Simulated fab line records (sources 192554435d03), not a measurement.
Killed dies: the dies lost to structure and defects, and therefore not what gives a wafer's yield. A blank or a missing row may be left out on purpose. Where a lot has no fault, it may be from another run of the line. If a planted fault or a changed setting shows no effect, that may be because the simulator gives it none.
Matching of chambers + flow n5-finfet + 4 sister chambers for N5_BEOL_M10_STRIP_67 on rie-diel-05
The step strips in CF4. 18 wafers are shown with their chamber, then 9 later ones without.

## EACH WAFER AND ITS CHAMBER
| wafer  | chamber | drypump-motor-current-A (A) | showerhead-plenum-p-Torr (Torr) | throttle-valve-pct (%) |
|--------|---------|-----------------------------|---------------------------------|------------------------|
| L077.2 | 3       | 6.1                         | 1.77                            | 13.91                  |
| L077.5 | 3       | 6.1                         | 1.77                            | 13.90                  |
| L077.6 | 2       | 5.7                         | 1.89                            | 13.72                  |
| L079.3 | 1       | 6.1                         | 1.83                            | 13.28                  |
| L079.4 | 2       | 5.6                         | 1.89                            | 13.73                  |
| L079.6 | 0       | 5.4                         | 1.75                            | 13.39                  |
| L080.1 | 2       | 5.7                         | 1.89                            | 13.75                  |
| L080.3 | 1       | 6.1                         | 1.83                            | 13.29                  |
| L080.4 | 1       | 6.1                         | 1.83                            | 13.28                  |
| L078.1 | 0       | 5.3                         | 1.75                            | 13.40                  |
| L078.4 | 0       | 5.3                         | 1.75                            | 13.40                  |
| L078.5 | 1       | 6.1                         | 1.82                            | 13.29                  |
| L086.2 | 2       | 5.7                         | 1.88                            | 13.78                  |
| L086.5 | 0       | 5.3                         | 1.74                            | 13.42                  |
| L086.6 | 2       | 5.7                         | 1.88                            | 13.81                  |
| L088.1 | 2       | 5.7                         | 1.88                            | 13.79                  |
| L088.2 | 0       | 5.3                         | 1.74                            | 13.42                  |
| L088.3 | 3       | 6.1                         | 1.76                            | 13.33                  |

SIGNATURES, as means of the wafers listed above
| reading                  | chamber 0 | chamber 1 | chamber 2 | chamber 3 | scatter within a chamber |
|--------------------------|-----------|-----------|-----------|-----------|--------------------------|
| drypump-motor-current-A  | 5.320     | 6.100     | 5.683     | 6.100     | 0.0342                   |
| showerhead-plenum-p-Torr | 1.7460    | 1.8275    | 1.8850    | 1.7667    | 0.00542                  |
| throttle-valve-pct       | 13.4060   | 13.2850   | 13.7633   | 13.7133   | 0.128                    |
Rule: distance of a wafer from a chamber = root of the sum over the readings of ((wafer's reading minus chamber's mean) / reading's scatter) squared. If the next closest chamber is less than 2 further off than the closest, the wafer can't be placed; otherwise it belongs to the closest. The scatter: take each reading less its chamber's mean, square it, sum over the shown wafers, divide by the number of wafers less the number of chambers, and take the root.

## WAFERS WITH NO CHAMBER GIVEN
| wafer  | drypump-motor-current-A (A) | showerhead-plenum-p-Torr (Torr) | throttle-valve-pct (%) |
|--------|-----------------------------|---------------------------------|------------------------|
| L088.4 | 6.1                         | 1.82                            | 13.33                  |
| L088.5 | 6.1                         | 1.82                            | 13.33                  |
| L088.6 | 5.3                         | 1.74                            | 13.43                  |
| L089.2 | 5.7                         | 1.88                            | 13.82                  |
| L089.4 | 5.3                         | 1.74                            | 13.46                  |
| L089.6 | 6.1                         | 1.76                            | 13.34                  |
| L091.1 | 5.7                         | 1.88                            | 13.84                  |
| L091.2 | 6.1                         | 1.82                            | 13.36                  |
| L091.4 | 6.1                         | 1.76                            | 13.36                  |

## THE CHAMBER EACH PASSED THROUGH
| wafer  | from the rows above | in truth |
|--------|---------------------|----------|
| L088.4 | 1                   | 1        |
| L088.5 | 1                   | 1        |
| L088.6 | 0                   | 0        |
| L089.2 | 2                   | 2        |
| L089.4 | 0                   | 0        |
| L089.6 | 3                   | 3        |
| L091.1 | 2                   | 2        |
| L091.2 | 1                   | 1        |
| L091.4 | 3                   | 3        |
Correct placement for 9 of the 9. From these rows, 0 cannot be placed. Number placed wrongly: 0.
